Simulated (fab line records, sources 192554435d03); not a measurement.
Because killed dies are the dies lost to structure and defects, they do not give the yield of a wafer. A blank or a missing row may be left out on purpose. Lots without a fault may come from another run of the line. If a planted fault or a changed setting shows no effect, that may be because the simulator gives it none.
fab line records	flow n5Finfet
[record] lots = 6	wafers = 18	lastDay = 16
route steps=1938 shown MOL_CONTACT_COAG@597 BEOL_M4@1111 PASSIVATION@1936
lots that met no fault: taken from a fault-free run of the same line
startH: hours from the record's opening day to when the first of the lot's shown wafers began	waitH: hours elapsed since this lot's preceding step	" the same as in the row above	L1.1+2: several wafers, shown together as one row	- no value, or no start was given	* or withheld: withheld	< > ~ a bound
route shown NAME@n: names a module that has steps shown in the file, with the first one's number in the route	usual: mean/standard deviation taken from wafers without a fault	same: alike in all rows	chamber/n: place in a boat	sites: each site's reading	_std_site: the values' standard deviation	_edge_site: inner sites' mean taken away from outer sites' mean	radiusMm: for every site, how far away it sits from the centre of the wafer	mask NAME#n: copy n	behind: the most recent tool/chamber to have shaped the wafer	hold: reason for holding the lot/hours on hold/outcome of the hold	device: transistor that didn't switch, given as n, p or np	end of line: the tests these same wafers got at the end of their route	a step without rows: its recipe alone	killed: dies that structure and defects cost at the first sort, which is not the same as the wafer's yield	map: dies across one wafer; x = killed, . = not, _ = none there
set.NAME: the setting as run; set.NAME@STEP: as run at that earlier step	model.NAME: the simulator's own value behind a step, which no gauge read
lots at some steps of the route; a table a step, a row a wafer
services: when a tool's chamber went out of use (startH, in hours from the record's first day, below 0 if earlier), for how many hours, and the reason
[[steps]]
[step N5_MOL_CONTACT_COAG_EBR_36]
[recipe] solvent = PGMEA	ebrWidthMm = 1.5
[step N5_MOL_CONTACT_COAG_SOFTBAKE_35]
[recipe] tempC = 110	timeS = 60	resist = CAR-EUV
[step N5_MOL_CONTACT_COAG_EXPOSE_37]
[recipe] maskId = VD	na = 0.33	sourceShape = annular	sigmaInner = 0.3	sigmaOuter = 0.7	polarization = unpolarized	defocusNm = 0	doseMj = 62
[step N5_MOL_CONTACT_COAG_PEB_38]
[recipe] pebTempC = 100	pebTimeS = 60	resist = CAR-EUV
[step N5_MOL_CONTACT_COAG_DEVELOP_39]
[recipe] developTimeS = 30	developer = TMAH	resist = CAR-EUV	rinseLiquid = surfactantRinse	dry = airSpin	devTempC = 23
[step N5_MOL_CONTACT_COAG_CD_MEAS_40]
[recipe] targetCdNm = 25.1	landingEnergyEv = 500	detector = seInlens	polarity = opening
[usual] cdNm = 25.08/0.25
lot.wafer	tool	chamber	startH	waitH	cdNm
L840.3	cdSem-02	0	100.41	-	24.73
L840.5	"	0	"	"	24.74
L840.6	"	0	"	"	24.88
L845.3	cdSem-03	0	128.99	-	25.38
L845.4	"	0	"	"	25.34
L845.5	"	0	"	"	25.21
L847.1	cdSem-03	0	139.65	-	24.80
L847.4	"	0	"	"	25.01
L847.5	"	0	"	"	25.09
L850.1	cdSem-03	0	161.72	-	24.89
L850.3	"	0	"	"	25.14
L850.6	"	0	"	"	25.39
L856.1	cdSem-01	0	194.95	-	24.88
L856.2	"	0	"	"	24.57
L856.3	"	0	"	"	25.02
L857.1	cdSem-02	0	200.87	-	24.91
L857.4	"	0	"	"	24.93
L857.6	"	0	"	"	24.85
[step N5_MOL_CONTACT_COAG_OVL_MEAS_41]
[recipe] pointsPerWafer = 522
[usual] VD_OVL = 0.0/0.63
lot.wafer	tool	chamber	startH	waitH	VD_OVL[nm]
L840.3	overlay-02	0	100.45	0.0	0.9
L840.5	"	0	"	"	0.8
L840.6	"	0	"	"	-0.3
L845.3	overlay-01	0	129.03	0.0	0.0
L845.4	"	0	"	"	-0.7
L845.5	"	0	"	"	0.2
L847.1	overlay-01	0	139.68	0.0	0.2
L847.4	"	0	"	"	-0.3
L847.5	"	0	"	"	-0.3
L850.1	overlay-01	0	161.75	0.0	0.3
L850.3	"	0	"	"	0.7
L850.6	"	0	"	"	0.7
L856.1	overlay-02	0	194.99	0.0	-0.5
L856.2	"	0	"	"	-0.7
L856.3	"	0	"	"	0.1
L857.1	overlay-02	0	200.90	0.0	0.5
L857.4	"	0	"	"	-0.1
L857.6	"	0	"	"	-0.1
[step N5_MOL_CONTACT_COAG_INSPECT_42]
[recipe] mode = adi	inspectInstrument = brightfield
[usual] rawDefectCount = 188/44
lot.wafer	tool	chamber	startH	waitH	rawDefectCount
L840.3	defectInspect-02	-	100.50	0.0	194
L840.5	"	-	"	"	318
L840.6	"	-	"	"	216
L845.3	defectInspect-02	-	129.08	0.0	258
L845.4	"	-	"	"	125
L845.5	"	-	"	"	205
L847.1	defectInspect-01	-	139.74	0.1	140
L847.4	"	-	"	"	154
L847.5	"	-	"	"	179
L850.1	defectInspect-02	-	161.81	0.1	124
L850.3	"	-	"	"	107
L850.6	"	-	"	"	190
L856.1	defectInspect-01	-	195.04	0.1	148
L856.2	"	-	"	"	168
L856.3	"	-	"	"	176
L857.1	defectInspect-02	-	200.96	0.1	192
L857.4	"	-	"	"	232
L857.6	"	-	"	"	263
[step N5_MOL_CONTACT_COAG_DESCUM_45]
[recipe] chemistry = O2	timeS = 7	sourcePowerW = 50	biasPowerW = 20	pressureMtorr = 20	rfFrequencyHz = 2.712e+07	tempC = 40	resist = CAR-EUV	o2FlowSccm = 225
[usual] drypumpMotorCurrentA = 5.7/0.48	oesProductAu = 0.80/0.087	rfVppV = 243.5/1.7	showerheadPlenumPTorr = 2.12/0.087	throttleValvePct = 20.38/0.22
lot.wafer	tool	chamber	startH	waitH	drypumpMotorCurrentA	oesProductAu	rfHoursCounterH	rfVppV	showerheadPlenumPTorr	throttleValvePct
L840.3	rieDiel-04	0	100.54	0.0	5.6	0.92	12	245.1	2.23	20.34
L840.5	"	2	"	"	5.1	0.85	-	244.1	2.18	19.92
L840.6	"	3	"	"	5.1	0.73	-	241.2	2.00	20.45
L845.3	rieDiel-01	0	129.11	0.0	6.5	0.87	50	243.6	2.17	20.42
L845.4	"	3	"	"	5.7	0.74	169	244.0	2.14	20.20
L845.5	"	3	"	"	5.7	0.75	-	244.7	2.14	20.20
L847.1	rieDiel-03	1	140.33	0.6	5.2	0.91	38	245.5	2.22	20.03
L847.4	"	3	"	"	5.6	0.71	188	245.7	2.13	20.63
L847.5	"	3	"	"	5.6	0.70	-	245.1	2.13	20.63
L850.1	rieDiel-04	0	161.84	0.0	5.5	0.89	34	244.4	2.22	20.37
L850.3	"	1	"	"	5.8	0.91	28	242.4	2.05	20.30
L850.6	"	3	"	"	5.0	0.73	-	241.3	1.99	20.47
L856.1	rieDiel-01	0	195.59	0.5	6.6	0.83	76	243.5	2.16	20.48
L856.2	"	3	"	"	5.7	0.72	194	243.3	2.13	20.24
L856.3	"	1	"	"	5.8	0.70	204	241.0	2.00	20.49
L857.1	rieDiel-03	2	201.69	0.7	6.0	0.76	160	240.8	1.99	20.35
L857.4	"	0	"	"	6.3	0.70	193	243.4	2.17	20.76
L857.6	"	3	"	"	5.6	0.68	-	244.3	2.12	20.67
[step N5_MOL_CONTACT_COAG_ETCH_65]
[recipe] chemistry = N2/H2	target = underlayer	targetDepthA = 130	maskMaterial = CAR-EUV	timeS = 10.4	ionEnergyEv = 200	pressureMtorr = 30	sourceW = 840	biasW = 150	n2FlowSccm = 200	h2FlowSccm = 200	ends = cleared
[usual] drypumpMotorCurrentA = 5.7/0.47	etchRfOnTimeS = 10.2/0.34	oesProductAu = 0.68/0.075	rfVppV = 525/3.3	showerheadPlenumPTorr = 2.59/0.11	throttleValvePct = 17.89/0.29
lot.wafer	tool	chamber	startH	waitH	drypumpMotorCurrentA	etchRfOnTimeS	oesProductAu	rfHoursCounterH	rfVppV	showerheadPlenumPTorr	throttleValvePct
L840.3	rieDiel-04	0	100.57	0.0	5.5	10.3	0.80	12	528	2.72	17.88
L840.5	"	2	"	"	5.1	9.5	0.76	-	528	2.68	17.47
L840.6	"	3	"	"	5.1	9.9	0.63	-	520	2.46	18.07
L845.3	rieDiel-01	0	129.15	0.0	6.5	10.3	0.73	50	525	2.60	17.64
L845.4	"	3	"	"	5.7	10.4	0.64	169	526	2.69	18.12
L845.5	"	3	"	"	5.7	10.4	0.64	-	527	2.69	18.13
L847.1	rieDiel-03	1	140.36	0.0	5.2	9.8	0.78	38	529	2.68	17.34
L847.4	"	3	"	"	5.6	10.4	0.60	188	526	2.62	18.19
L847.5	"	3	"	"	5.6	10.4	0.60	-	528	2.62	18.19
L850.1	rieDiel-04	0	161.88	0.0	5.5	10.3	0.74	34	527	2.71	17.90
L850.3	"	1	"	"	5.8	10.4	0.78	28	522	2.48	17.73
L850.6	"	3	"	"	5.1	10.1	0.61	-	518	2.45	18.12
L856.1	rieDiel-01	0	195.62	0.0	6.5	10.3	0.70	76	523	2.58	17.69
L856.2	"	3	"	"	5.7	10.2	0.63	194	526	2.68	18.16
L856.3	"	1	"	"	5.8	10.3	0.61	204	520	2.43	17.96
L857.1	rieDiel-03	2	201.72	0.0	6.0	10.2	0.65	160	520	2.42	17.72
L857.4	"	0	"	"	6.2	11.0	0.59	193	524	2.65	18.31
L857.6	"	3	"	"	5.7	10.7	0.58	-	526	2.61	18.23
[step N5_MOL_CONTACT_COAG_ETCH_66]
[recipe] chemistry = CF4	target = SiARC	targetDepthA = 130	maskMaterial = CAR-EUV	timeS = 21.7	ionEnergyEv = 80	pressureMtorr = 40	sourceW = 545	biasW = 36	Ar_flow_sccm = 100	cf4FlowSccm = 100	ends = cleared
[usual] drypumpMotorCurrentA = 5.7/0.48	etchRfOnTimeS = 21.3/0.67	oesProductAu = 0.68/0.075	rfVppV = 184.2/1.3	showerheadPlenumPTorr = 2.18/0.094	throttleValvePct = 15.64/0.23
lot.wafer	tool	chamber	startH	waitH	drypumpMotorCurrentA	etchRfOnTimeS	oesProductAu	rfHoursCounterH	rfVppV	showerheadPlenumPTorr	throttleValvePct
L840.3	rieDiel-04	0	100.59	0.0	5.6	21.6	0.79	12	184.7	2.29	15.58
L840.5	"	2	"	"	5.1	20.4	0.75	-	184.9	2.28	15.35
L840.6	"	3	"	"	5.0	20.7	0.63	-	182.9	2.06	15.72
L845.3	rieDiel-01	0	129.17	0.0	6.5	21.2	0.73	50	184.4	2.19	15.35
L845.4	"	3	"	"	5.7	21.8	0.64	169	184.5	2.22	15.62
L845.5	"	3	"	"	5.7	22.1	0.64	-	185.4	2.22	15.60
L847.1	rieDiel-03	1	140.38	0.0	5.2	20.7	0.78	38	184.6	2.29	15.40
L847.4	"	3	"	"	5.6	21.8	0.59	188	185.7	2.23	16.15
L847.5	"	3	"	"	5.6	22.2	0.60	-	184.8	2.23	16.15
L850.1	rieDiel-04	0	161.90	0.0	5.5	22.1	0.74	34	185.5	2.28	15.64
L850.3	"	1	"	"	5.8	21.8	0.78	28	183.5	2.08	15.38
L850.6	"	3	"	"	5.1	20.7	0.62	-	182.8	2.05	15.75
L856.1	rieDiel-01	0	195.64	0.0	6.5	21.3	0.71	76	184.3	2.18	15.41
L856.2	"	3	"	"	5.7	21.5	0.63	194	184.0	2.21	15.66
L856.3	"	1	"	"	5.7	21.4	0.61	204	183.0	2.04	15.62
L857.1	rieDiel-03	2	201.74	0.0	6.0	20.9	0.66	160	181.2	2.05	15.60
L857.4	"	0	"	"	6.3	22.3	0.60	193	185.6	2.21	15.92
L857.6	"	3	"	"	5.6	22.3	0.58	-	186.0	2.23	16.20
[step N5_MOL_CONTACT_COAG_ALD_133]
[recipe] material = SiO2	targetThkA = 50	tempC = 100	aldPrecursorFamily = BDEAS	aldCoReactant = O2-plasma	pulseTimeS = 1	coReactantPulseTimeS = 1	purgeTimeS = 2	coReactantPurgeTimeS = 2	aldCycles = 35	pressureTorr = 2
[usual] heaterPowerW = 77/5.8	precursorPulseHeightRel = 0.998/0.019	susceptorTempC = 100.02/0.13
lot.wafer	tool	chamber	startH	waitH	heaterPowerW	precursorPulseHeightRel	susceptorTempC
L840.3	aldSin-04	2	100.67	0.1	83	0.991	99.87
L840.5	"	2	"	"	83	0.994	99.73
L840.6	"	1	"	"	77	1.010	100.01
L845.3	aldSin-04	1	129.25	0.1	76	0.990	100.19
L845.4	"	2	"	"	82	0.989	100.03
L845.5	"	0	"	"	78	1.023	100.15
L847.1	aldSin-04	3	140.46	0.1	75	0.982	100.17
L847.4	"	1	"	"	77	1.011	100.10
L847.5	"	3	"	"	74	0.989	99.95
L850.1	aldSin-04	1	162.19	0.3	78	0.969	100.05
L850.3	"	0	"	"	79	0.978	100.05
L850.6	"	1	"	"	75	1.006	100.01
L856.1	aldSin-02	2	195.72	0.1	71	1.001	99.78
L856.2	"	3	"	"	65	0.969	100.10
L856.3	"	0	"	"	69	1.044	100.04
L857.1	aldSin-02	0	202.48	0.7	72	1.016	99.95
L857.4	"	3	"	"	64	0.954	100.14
L857.6	"	1	"	"	85	1.014	100.08
[step N5_MOL_CONTACT_COAG_ETCHBACK_134]
[recipe] chemistry = CHF3	target = SiO2	targetDepthA = 100	timeS = 6.7	ionEnergyEv = 200	pressureMtorr = 30	sourceW = 610	biasW = 170	Ar_flow_sccm = 200	CHF3_flow_sccm = 50
[usual] drypumpMotorCurrentA = 5.7/0.47	oesProductAu = 0.80/0.09	rfVppV = 530/14	showerheadPlenumPTorr = 2.42/0.1	throttleValvePct = 18.75/0.2
lot.wafer	tool	chamber	startH	waitH	drypumpMotorCurrentA	oesProductAu	rfHoursCounterH	rfVppV	showerheadPlenumPTorr	throttleValvePct	model.CAR-EUV_of_MOL_CONTACT_COAG_COAT_34.thkNm
L840.3	rieDiel-03	3	100.85	0.1	5.6	0.71	174	549	2.47	19.12	15.8
L840.5	"	1	"	"	5.2	0.95	-	542	2.54	18.42	15.6
L840.6	"	2	"	"	6.0	0.81	-	527	2.29	18.63	15.4
L845.3	rieDiel-04	2	129.43	0.1	5.1	0.86	48	539	2.53	18.53	15.4
L845.4	"	1	"	"	5.8	0.93	16	503	2.34	18.64	15.6
L845.5	"	2	"	"	5.1	0.86	-	539	2.53	18.54	15.4
L847.1	rieDiel-04	1	140.87	0.3	5.9	1.13	20	505	2.34	18.68	15.2
L847.4	"	3	"	"	5.0	0.91	190	517	2.28	18.85	15.4
L847.5	"	3	"	"	5.1	0.72	-	516	2.28	18.83	16
L850.1	rieDiel-04	2	162.37	0.1	5.1	1.07	59	537	2.53	18.59	14.8
L850.3	"	3	"	"	5.0	0.91	198	515	2.28	18.86	15
L850.6	"	0	"	"	5.5	0.87	-	523	2.54	18.76	15.4
L856.1	rieDiel-03	1	196.63	0.8	5.2	0.90	58	541	2.52	18.46	15.2
L856.2	"	0	"	"	6.2	0.71	190	527	2.46	19.02	15.6
L856.3	"	2	"	"	6.0	0.78	157	527	2.28	18.70	15.4
L857.1	rieDiel-03	1	202.74	0.2	5.2	0.88	62	541	2.52	18.48	15.8
L857.4	"	0	"	"	6.2	0.71	194	526	2.46	19.03	15.6
L857.6	"	1	"	"	5.2	0.89	-	542	2.52	18.48	16
[step N5_MOL_CONTACT_COAG_ETCH_67]
[recipe] chemistry = N2/H2	target = SOC	targetDepthA = 600	overetchA = 210	maskMaterial = SiARC	tempC = 40	timeS = 101.2	ionEnergyEv = 200	pressureMtorr = 30	sourceW = 840	biasW = 150	n2FlowSccm = 200	h2FlowSccm = 200
[usual] drypumpMotorCurrentA = 5.7/0.47	oesProductAu = 0.66/0.07	rfVppV = 525/3.2	showerheadPlenumPTorr = 2.59/0.11	throttleValvePct = 17.9/0.3
lot.wafer	tool	chamber	startH	waitH	drypumpMotorCurrentA	oesProductAu	rfHoursCounterH	rfVppV	showerheadPlenumPTorr	throttleValvePct
L840.3	rieDiel-03	3	100.89	0.0	5.7	0.60	174	527	2.62	18.1
L840.5	"	1	"	"	5.2	0.78	-	529	2.69	17.3
L840.6	"	2	"	"	6.0	0.67	-	521	2.44	17.6
L845.3	rieDiel-04	2	129.47	0.0	5.1	0.70	48	529	2.67	17.5
L845.4	"	1	"	"	5.8	0.78	16	522	2.48	17.7
L845.5	"	2	"	"	5.1	0.69	-	529	2.67	17.4
L847.1	rieDiel-04	1	140.90	0.0	5.9	0.77	20	523	2.48	17.7
L847.4	"	3	"	"	5.1	0.60	190	520	2.45	18.0
L847.5	"	3	"	"	5.1	0.60	-	519	2.45	18.1
L850.1	rieDiel-04	2	162.41	0.0	5.1	0.69	59	527	2.67	17.5
L850.3	"	3	"	"	5.1	0.59	198	520	2.45	18.1
L850.6	"	0	"	"	5.6	0.74	-	528	2.71	17.9
L856.1	rieDiel-03	1	196.67	0.0	5.1	0.71	58	529	2.67	17.3
L856.2	"	0	"	"	6.3	0.60	190	526	2.65	18.3
L856.3	"	2	"	"	6.0	0.64	157	522	2.42	17.7
L857.1	rieDiel-03	1	202.78	0.0	5.2	0.71	62	527	2.67	17.3
L857.4	"	0	"	"	6.3	0.60	194	528	2.65	18.3
L857.6	"	1	"	"	5.2	0.72	-	527	2.67	17.3
[step N5_BEOL_M4_RC_MEAS_101]
[usual] DIBL_N = 36.7/2.4	DIBL_P = 37.4/2.9	IOFF_N = 0.18/0.05	IOFF_P = 0.23/0.058	ION_N = 683/16	ION_P = 467/11	SS_N = 71.7/0.77	SS_P = 73.5/0.87	VT_N = 249/4.3	VT_P = -250/4.4
lot.wafer	tool	chamber	startH	waitH	DIBL_N[mV/V]	DIBL_P[mV/V]	IOFF_N[nA/um]	IOFF_P[nA/um]	ION_N[uA/um]	ION_P[uA/um]	SS_N[mV/dec]	SS_P[mV/dec]	VT_N[mV]	VT_P[mV]
L840.3	prober-01	0	157.56	1.1	32.0	32.4	0.11	0.14	674	458	70.4	72.8	254	-257
L840.5	"	0	"	"	37.2	39.2	0.19	0.25	684	468	72.3	74.5	248	-250
L840.6	"	0	"	"	34.4	35.6	0.14	0.18	657	453	72.2	73.5	253	-256
L845.3	prober-01	0	196.27	0.3	37.1	38.5	0.19	0.23	694	472	71.3	73.6	246	-250
L845.4	"	0	"	"	39.4	43.2	0.25	0.34	710	486	72.3	74.7	245	-245
L845.5	"	0	"	"	39.5	42.6	0.26	0.32	692	468	73.1	75.1	242	-246
L847.1	prober-02	0	202.78	0.0	39.8	40.4	0.26	0.29	707	472	73.0	73.8	242	-246
L847.4	"	0	"	"	40.2	42.7	0.28	0.34	688	471	72.0	75.4	242	-245
L847.5	"	0	"	"	33.9	35.4	0.14	0.19	661	460	70.8	73.2	251	-249
L850.1	prober-01	0	224.21	0.0	35.2	34.6	0.12	0.15	669	453	71.3	72.5	255	-260
L850.3	"	0	"	"	36.8	37.6	0.15	0.18	673	454	71.0	72.8	249	-256
L850.6	"	0	"	"	38.6	39.5	0.20	0.21	700	474	71.6	74.0	246	-253
L856.1	prober-01	0	258.88	0.0	39.3	40.9	0.21	0.28	704	478	72.0	73.9	249	-247
L856.2	"	0	"	"	33.3	34.3	0.10	0.17	646	453	70.5	72.6	257	-253
L856.3	"	0	"	"	39.0	41.1	0.20	0.28	682	467	72.2	73.9	247	-249
L857.1	prober-02	0	259.90	0.0	35.4	37.9	0.16	0.23	691	478	71.3	73.9	251	-249
L857.4	"	0	"	"	38.4	41.0	0.21	0.27	692	470	71.8	73.8	248	-248
L857.6	"	0	"	"	34.6	37.0	0.14	0.21	663	463	70.9	73.5	253	-249
[step N5_PASSIVATION_PROBE_49]
[usual] defectLimitedYield = 91.4/1.6	killed_at_M0_to_M3 = 31/11	killed_at_M4_up = 14/5.7	killedAtContacts = 12/6	killedAtFrontEnd = 41/13	killedAtOther = 3.3/2.8	killedDies = 101/19	killedOpen = 67/14	killedShort = 33/8.2	sort_bin_4_leakage = 0.0/0.37	sort_bin_5_function = 5.0/1.1	sort_bin_6_memory = 3.3/0.74	sortNPass = 1078/20	sortYieldPct = 91.3/1.7
[same] grossDies = 1180	killedAtBackSide = 0	sort_bin_8_speed[%] = 0
lot.wafer	tool	chamber	startH	waitH	defectLimitedYield[%]	killed_at_M0_to_M3	killed_at_M4_up	killedAtContacts	killedAtFrontEnd	killedAtOther	killedDies	killedOpen	killedShort	sort_bin_4_leakage[%]	sort_bin_5_function[%]	sort_bin_6_memory[%]	sortNPass	sortYieldPct[%]
L840.3	prober-02	-	254.85	0.1	93.8	12	13	3	43	2	73	51	22	0	3.4	2.7	1107	93.8
L840.5	prober-02	-	254.95	0.2	93.2	29	6	9	27	9	80	48	31	0	3.6	2.9	1100	93.2
L840.6	prober-02	-	255.00	0.3	93.0	20	8	9	41	5	83	54	28	0	3.9	2.7	1097	93.0
L845.3	prober-01	-	298.95	0.1	88.1	32	17	12	74	6	141	92	49	0	7.3	4.6	1039	88.1
L845.4	prober-01	-	299.00	0.2	90.6	32	16	18	43	2	111	73	38	0	5.9	3.1	1069	90.6
L845.5	prober-01	-	299.05	0.2	92.5	28	13	14	32	1	88	66	21	0.1	4.5	2.5	1091	92.5
L847.1	prober-01	-	305.70	0.0	89.2	26	19	21	61	1	128	94	34	0	6.5	4.0	1052	89.2
L847.4	prober-01	-	305.85	0.2	93.4	13	14	6	44	1	78	50	23	0.1	3.3	2.6	1101	93.3
L847.5	prober-01	-	305.90	0.2	89.7	21	23	6	64	8	122	75	43	0	6.7	3.1	1058	89.7
L850.1	prober-01	-	324.56	0.0	91.5	34	12	3	48	3	100	69	30	0	5.1	3.2	1080	91.5
L850.3	prober-01	-	324.66	0.1	91.4	27	9	5	58	2	101	58	43	0	5.3	3.0	1079	91.4
L850.6	prober-01	-	324.81	0.3	89.9	33	12	5	67	2	119	75	42	0	5.7	3.8	1061	89.9
L856.1	prober-02	-	368.38	0.0	91.0	34	21	20	31	0	106	73	30	0	5.7	3.1	1074	91.0
L856.2	prober-02	-	368.43	0.1	92.6	33	12	12	24	6	87	62	25	0	4.8	2.2	1093	92.6
L856.3	prober-02	-	368.48	0.1	91.9	24	19	17	35	1	96	72	24	0	4.7	3.4	1084	91.9
L857.1	prober-01	-	371.93	0.0	89.9	23	18	15	61	2	119	85	31	0	5.0	4.6	1061	89.9
L857.4	prober-01	-	372.08	0.2	93.6	23	5	9	38	0	75	55	18	0	4.3	1.8	1105	93.6
L857.6	prober-01	-	372.18	0.3	92.3	20	14	19	36	2	91	68	23	0	4.2	3.1	1089	92.3
// killed by level:class
L840.3 FIN_SAQP:geometricParticle:open=12 FIN_SAQP:geometricParticle:short=10 STI_FIN_REVEAL:geometricParticle:open=8 BEOL_M4:geometricParticle:open=6 BEOL_M2:geometricParticle:open=5 STARTING-WAFER:geometricParticle:open=5 STARTING-WAFER:geometricParticle:short=4 MOL_CONTACT_COAG:geometricParticle:open=3
L840.5 FIN_SAQP:geometricParticle:short=7 BEOL_M2:geometricParticle:open=7 MOL_CONTACT_COAG:geometricParticle:open=6 FIN_SAQP:geometricParticle:open=5 DUMMY_GATE:geometricParticle:open=5 BEOL_M0_SAQP:geometricParticle:open=5 BEOL_M0_SAQP:geometricParticle:short=5 BEOL_M4:geometricParticle:open=4
L840.6 FIN_SAQP:geometricParticle:open=8 STI_FIN_REVEAL:geometricParticle:open=8 MOL_CONTACT_COAG:geometricParticle:open=8 BEOL_M2:geometricParticle:open=7 FIN_SAQP:geometricParticle:short=6 BEOL_M4:geometricParticle:open=4 BEOL_M3:geometricParticle:open=4 DUMMY_GATE:geometricParticle:open=3
L845.3 STI_FIN_REVEAL:geometricParticle:open=20 FIN_SAQP:geometricParticle:short=17 BEOL_M2:geometricParticle:open=14 FIN_SAQP:geometricParticle:open=11 MOL_CONTACT_COAG:geometricParticle:open=8 BEOL_M0_SAQP:geometricParticle:open=6 STI_FIN_REVEAL:geometricParticle:short=5 GATE_CUT:geometricParticle:short=5
L845.4 MOL_CONTACT_COAG:geometricParticle:open=17 FIN_SAQP:geometricParticle:short=10 BEOL_M2:geometricParticle:open=9 BEOL_M3:geometricParticle:open=8 STI_FIN_REVEAL:geometricParticle:open=5 STARTING-WAFER:geometricParticle:short=5 FIN_SAQP:geometricParticle:open=4 DUMMY_GATE:geometricParticle:open=4
L845.5 MOL_CONTACT_COAG:geometricParticle:open=13 FIN_SAQP:geometricParticle:open=9 STI_FIN_REVEAL:geometricParticle:open=8 BEOL_M3:geometricParticle:open=8 BEOL_M6:geometricParticle:open=5 FIN_SAQP:geometricParticle:short=4 BEOL_M2:geometricParticle:short=4 STI_FIN_REVEAL:geometricParticle:short=3
L847.1 MOL_CONTACT_COAG:geometricParticle:open=17 FIN_SAQP:geometricParticle:open=14 FIN_SAQP:geometricParticle:short=12 STI_FIN_REVEAL:geometricParticle:open=11 BEOL_M3:geometricParticle:open=7 DUMMY_GATE:geometricParticle:open=7 BEOL_M0_SAQP:geometricParticle:open=7 BEOL_M0_SAQP:geometricParticle:short=7
L847.4 FIN_SAQP:geometricParticle:open=14 FIN_SAQP:geometricParticle:short=8 STI_FIN_REVEAL:geometricParticle:open=6 BEOL_M4:geometricParticle:open=6 HKMG_FIN:areaEtch=5 MOL_CONTACT_COAG:geometricParticle:open=4 BEOL_M2:geometricParticle:open=4 DUMMY_GATE:geometricParticle:open=3
L847.5 FIN_SAQP:geometricParticle:short=18 FIN_SAQP:geometricParticle:open=17 STI_FIN_REVEAL:geometricParticle:open=10 BEOL_M0_SAQP:geometricParticle:short=6 DUMMY_GATE:geometricParticle:open=5 GATE_CUT:geometricParticle:short=5 MOL_CONTACT_COAG:geometricParticle:open=5 BEOL_M3:geometricParticle:open=5
L850.1 FIN_SAQP:geometricParticle:open=12 BEOL_M0_SAQP:geometricParticle:open=11 STI_FIN_REVEAL:geometricParticle:open=10 BEOL_M0_SAQP:geometricParticle:short=8 BEOL_M1:geometricParticle:open=7 FIN_SAQP:geometricParticle:short=6 BEOL_M4:geometricParticle:open=6 GATE_CUT:geometricParticle:short=4
L850.3 FIN_SAQP:geometricParticle:open=18 FIN_SAQP:geometricParticle:short=15 BEOL_M2:geometricParticle:open=9 STI_FIN_REVEAL:geometricParticle:open=8 BEOL_M0_SAQP:geometricParticle:short=8 STI_FIN_REVEAL:geometricParticle:short=5 MOL_CONTACT_COAG:geometricParticle:open=4 BEOL_M4:geometricParticle:open=4
L850.6 STI_FIN_REVEAL:geometricParticle:open=14 FIN_SAQP:geometricParticle:open=12 FIN_SAQP:geometricParticle:short=12 BEOL_M1:geometricParticle:open=6 BEOL_M2:geometricParticle:open=6 GATE_CUT:geometricParticle:short=6 MOL_CONTACT_COAG:geometricParticle:open=5 BEOL_M0_SAQP:geometricParticle:short=5
L856.1 BEOL_M4:geometricParticle:open=17 MOL_CONTACT_COAG:geometricParticle:open=16 DUMMY_GATE:geometricParticle:open=8 BEOL_M0_SAQP:geometricParticle:open=6 BEOL_M3:geometricParticle:open=6 BEOL_M1:geometricParticle:open=6 ILD0:geometricParticle:short=4 BEOL_M1:geometricParticle:short=4
L856.2 MOL_CONTACT_COAG:geometricParticle:open=9 BEOL_M3:geometricParticle:open=8 BEOL_M4:geometricParticle:open=8 BEOL_M0_SAQP:geometricParticle:short=7 STARTING-WAFER:geometricParticle:open=7 BEOL_M1:geometricParticle:open=5 BEOL_M2:geometricParticle:open=5 BEOL_M0_SAQP:geometricParticle:open=4
L856.3 MOL_CONTACT_COAG:geometricParticle:open=14 STI_FIN_REVEAL:geometricParticle:open=8 BEOL_M0_SAQP:geometricParticle:open=8 BEOL_M4:geometricParticle:open=7 FIN_SAQP:geometricParticle:short=6 DUMMY_GATE:geometricParticle:open=6 BEOL_M1:geometricParticle:open=5 BEOL_M5:geometricParticle:open=5
L857.1 FIN_SAQP:geometricParticle:open=15 MOL_CONTACT_COAG:geometricParticle:open=13 STI_FIN_REVEAL:geometricParticle:open=13 FIN_SAQP:geometricParticle:short=10 BEOL_M3:geometricParticle:open=8 STI_FIN_REVEAL:geometricParticle:short=7 BEOL_M4:geometricParticle:open=6 BEOL_M0:geometricParticle:open=4
L857.4 FIN_SAQP:geometricParticle:open=12 BEOL_M3:geometricParticle:open=12 STI_FIN_REVEAL:geometricParticle:open=7 MOL_CONTACT_COAG:geometricParticle:open=7 BEOL_M3:geometricParticle:short=4 GATE_CUT:geometricParticle:open=4 FIN_SAQP:geometricParticle:short=3 BEOL_M0_SAQP:geometricParticle:open=3
L857.6 MOL_CONTACT_COAG:geometricParticle:open=17 STI_FIN_REVEAL:geometricParticle:open=16 BEOL_M3:geometricParticle:open=7 FIN_SAQP:geometricParticle:open=5 FIN_SAQP:geometricParticle:short=4 BEOL_M0_SAQP:geometricParticle:short=4 BEOL_M4:geometricParticle:open=4 DUMMY_GATE:geometricParticle:open=3
[[services]]
tool	chamber	startH	hours	kind
aldSin-04	-	85.37	14.0	pm
aldSin-04	0	85.37	14.0	ventCycle
aldSin-04	1	85.37	14.0	ventCycle
aldSin-04	2	85.37	14.0	ventCycle
aldSin-04	3	85.37	14.0	ventCycle
aldSin-04	0	99.37	-	clean
aldSin-04	1	99.37	-	clean
aldSin-04	2	99.37	-	clean
aldSin-04	3	99.37	-	clean
rieDiel-01	1	119.12	7.1	repair
rieDiel-01	2	133.21	-	clean
rieDiel-01	2	133.21	-	consumableReplace:focusRing
rieDiel-01	2	133.21	-	consumableReplace:showerhead
rieDiel-01	2	133.21	16.2	scheduledDown
rieDiel-01	2	133.21	16.2	ventCycle
aldSin-02	-	157.23	6.1	pm
rieDiel-03	0	159.33	1.3	repair
aldSin-02	1	167.07	5.7	repair
aldSin-02	-	176.75	14.0	pm
aldSin-02	0	176.75	14.0	ventCycle
aldSin-02	1	176.75	14.0	ventCycle
rieDiel-04	-	180.48	69.8	repair
rieDiel-03	1	185.26	8.8	repair
rieDiel-03	3	194.43	6.1	repair
[[key]]
[firstSign] step = N5_MOL_CONTACT_COAG_ETCHBACK_134	reading = oesProductAu	direction = up	sigmas = 2.3	usual = 0.80	struck = 1.01
effect none on later readings
[modelEffect] step = N5_MOL_CONTACT_COAG_ETCHBACK_134	value = CAR-EUV_of_MOL_CONTACT_COAG_COAT_34.thkNm	without = 15.65	struck = 15.1
metAt N5_MOL_CONTACT_COAG_ETCHBACK_134
struckWafers L847.1,L847.4,L850.1,L850.3
onsetBetween 129.43 140.87
[fault] kind = processParameterDrift	tool = rieDiel-04	chamber = -	onsetH = 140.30	steps = N5_MOL_CONTACT_COAG_ETCHBACK_134	channel = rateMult	offset = 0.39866	shape = step	endH = 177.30	scope = struckWafersOnly
